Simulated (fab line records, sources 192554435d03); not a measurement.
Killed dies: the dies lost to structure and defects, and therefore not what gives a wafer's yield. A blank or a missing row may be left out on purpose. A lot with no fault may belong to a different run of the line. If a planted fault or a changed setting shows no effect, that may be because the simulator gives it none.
Which tool was responsible? + flow n5_finfet + 12 lots with 36 wafers sampled at 4 steps, on a route of 1938 steps

## WHAT THE GAUGES READ, wafer by wafer
N5_BEOL_M2_THK_MEAS_01.
| lot  | measured     | on            | M2_ILD_THK (nm) |
|------|--------------|---------------|-----------------|
| L075 | day 6 18:14  | film_metro-02 | 78.6 79.2 80.0  |
| L077 | day 7 16:20  | film_metro-01 | 78.5 79.9 79.3  |
| L079 | day 7 21:10  | film_metro-01 | 79.0 79.0 79.8  |
| L081 | day 8 05:34  | film_metro-01 | 78.8 79.7 80.0  |
| L082 | day 8 16:59  | film_metro-02 | 79.1 79.6 79.7  |
| L085 | day 10 07:19 | film_metro-02 | 78.3 79.3 79.5  |
| L087 | day 11 00:24 | film_metro-01 | 77.9 77.8 79.7  |
| L089 | day 11 05:54 | film_metro-01 | 77.9 77.5 78.8  |
| L092 | day 11 15:14 | film_metro-01 | 76.7 79.0 78.7  |
| L093 | day 12 01:47 | film_metro-01 | 78.3 78.7 79.8  |
| L095 | day 12 09:37 | film_metro-02 | 79.2 77.1 78.5  |
| L097 | day 12 12:48 | film_metro-01 | 79.1 79.3 81.0  |

## TOOL THAT RAN EACH LOT (tool first, then ch and the chambers of the sampled wafers, then the start)
| lot  | N5_BEOL_M1_DESCUM_16               | N5_BEOL_M1_VIA_ETCH_34             | N5_BEOL_M1_ANNEAL_80         |
|------|------------------------------------|------------------------------------|------------------------------|
| L075 | rie_diel-03 ch 1,2,3, day 6 10:23  | rie_diel-02 ch 0,1,3, day 6 13:04  | pvd_sputter-03, day 6 14:41  |
| L077 | rie_diel-02 ch 0,2,3, day 6 20:31  | rie_diel-03 ch 2,3, day 7 11:46    | pvd_sputter-02, day 7 13:40  |
| L079 | rie_diel-02 ch 0,2,3, day 7 12:53  | rie_diel-03 ch 0,2,3, day 7 16:25  | pvd_sputter-03, day 7 18:29  |
| L081 | rie_diel-02 ch 0,2, day 7 18:20    | rie_diel-05 ch 0,1,3, day 7 23:11  | pvd_sputter-03, day 8 02:55  |
| L082 | rie_diel-02 ch 0,2,3, day 8 10:03  | rie_diel-02 ch 0,2,3, day 8 12:31  | pvd_sputter-03, day 8 14:14  |
| L085 | rie_diel-02 ch 0,2,3, day 9 02:20  | rie_diel-02 ch 0,1,3, day 10 03:02 | pvd_sputter-02, day 10 04:39 |
| L087 | rie_diel-05 ch 2,3, day 9 13:55    | rie_diel-05 ch 0,1,3, day 10 19:54 | pvd_sputter-02, day 10 21:37 |
| L089 | rie_diel-02 ch 1,3, day 10 03:25   | rie_diel-05 ch 0,1,3, day 10 23:43 | pvd_sputter-03, day 11 03:16 |
| L092 | rie_diel-02 ch 2,3, day 10 10:56   | rie_diel-02 ch 1,2, day 11 08:39   | pvd_sputter-02, day 11 11:40 |
| L093 | rie_diel-02 ch 2,3, day 10 22:02   | rie_diel-05 ch 1,2, day 11 21:31   | pvd_sputter-02, day 11 22:53 |
| L095 | rie_diel-05 ch 0,2,3, day 11 04:05 | rie_diel-02 ch 0,2,3, day 11 16:43 | pvd_sputter-01, day 11 20:11 |
| L097 | rie_diel-02 ch 0,1,3, day 12 04:05 | rie_diel-02 ch 0,1,2, day 12 08:22 | pvd_sputter-02, day 12 10:10 |
- N5_BEOL_M1_DESCUM_16: chemistry O2, time 7 s.
- N5_BEOL_M1_VIA_ETCH_34: etches the open film in C4F6/O2, target depth 67.8 nm, time 64.4 s.
- N5_BEOL_M1_ANNEAL_80: time 240 s.

## THE ANSWER, worked out from the rows above alone
Rule: the lots themselves supply what counts as usual. Put in order of their means at a reading, lots are off if they are a third of the lots or fewer, leave a main group of 4 or more, and stand apart from it by a gap of 3 or more times the standard deviation of the main group's means; of several such gaps the widest counts. The tables above print the reading to a certain number of digits; a main group whose means all agree to those digits is not used. A lot without any number at a reading at which 4 lots or more have one is off too. Any other lot the step has rows for is counted as sound.
No lot is off on any of the readings shown, so nothing can be concluded from this.

## WHAT HAD BEEN PUT IN BY THE SIMULATOR
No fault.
